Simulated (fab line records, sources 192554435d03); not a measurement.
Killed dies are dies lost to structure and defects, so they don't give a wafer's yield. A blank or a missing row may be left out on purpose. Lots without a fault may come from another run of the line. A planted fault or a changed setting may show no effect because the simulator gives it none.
Split-lot experiment | flow n5_finfet | 7 lots, 21 wafers read, on a route of 1938 steps

THE SPLIT
At N5_BEOL_M3_EXPOSE_25 (exposes mask V2, defocus 5 nm), the setting dose_mj was moved away from the recipe's 63 on 7 of the 21 wafers read, by -4.9% to +2.2%. The other wafers ran this setting at the recipe's value.

FROM THE SPLIT TO THE READING: what the file shows between them, 2 steps
- N5_BEOL_M3_PEB_26: peb time 60 s
- N5_BEOL_M3_DEVELOP_27: develop time 30 s

THE READING
cd_nm, in nm, at N5_BEOL_M3_CD_MEAS_28 (target cd 25.7 nm, target cd y 23.3 nm). Fault-free wafers of this fab line usually give 25.66 nm, standard deviation 0.24 nm.

wafer  | tool, chamber at the split | dose_mj as run | against the recipe | cd_nm, nm | against lot-mates on the recipe
L074.3 | euv_scanner-02, 0          | 63             | recipe             | 25.62     | -
L074.4 | euv_scanner-02, 0          | 63             | recipe             | 25.62     | -
L074.6 | euv_scanner-02, 0          | 63             | recipe             | 25.76     | -
L075.1 | euv_scanner-02, 0          | 60.67          | -3.7%              | 24.73     | -0.97
L075.2 | euv_scanner-02, 0          | 60.67          | -3.7%              | 24.78     | -0.92
L075.3 | euv_scanner-02, 0          | 63             | recipe             | 25.70     | -
L077.2 | euv_scanner-02, 0          | 63             | recipe             | 25.73     | -
L077.3 | euv_scanner-02, 0          | 60.75          | -3.6%              | 24.79     | -0.97
L077.5 | euv_scanner-02, 0          | 63             | recipe             | 25.79     | -
L078.2 | euv_scanner-01, 0          | 64.36          | +2.2%              | 26.13     | +0.70
L078.5 | euv_scanner-01, 0          | 64.36          | +2.2%              | 26.12     | +0.69
L078.6 | euv_scanner-01, 0          | 63             | recipe             | 25.43     | -
L087.1 | euv_scanner-02, 0          | 63             | recipe             | 25.75     | -
L087.3 | euv_scanner-02, 0          | 63             | recipe             | 25.73     | -
L087.4 | euv_scanner-02, 0          | 63             | recipe             | 25.92     | -
L092.3 | euv_scanner-01, 0          | 63             | recipe             | 25.45     | -
L092.4 | euv_scanner-01, 0          | 59.93          | -4.9%              | 24.80     | -0.81
L092.6 | euv_scanner-01, 0          | 63             | recipe             | 25.77     | -
L097.1 | euv_scanner-02, 0          | 63             | recipe             | 25.95     | -
L097.4 | euv_scanner-02, 0          | 60.81          | -3.5%              | 25.22     | -0.50
L097.5 | euv_scanner-02, 0          | 63             | recipe             | 25.48     | -

THE FIT
A straight line over all 21 wafers: cd_nm changes by +0.21 nm for each +1% of dose_mj; r = +0.93; the points scatter about the line by 0.16 nm.
The same after taking each lot's own level away (the mean of its wafers on the recipe; 21 wafers): +0.23 nm for each +1%; r = +0.94; scatter 0.16 nm.
On that fit, the largest move of dose_mj shifts the reading by 1.1 nm.
The lots' own levels span 25.430 to 25.800 nm, that is 1.5 times the standard deviation above.
So the lot-to-lot level changes the slope little: the two slopes agree.
Check: with one of the wafers moved furthest among these (-4.9%) left out of the fit, the line predicts -1.2 nm for it against its lot-mates. It came out at -0.81 nm against them.

THE FILE'S OWN FIT
cd_nm changes by +0.211 nm for each +1% of dose_mj, r = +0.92.
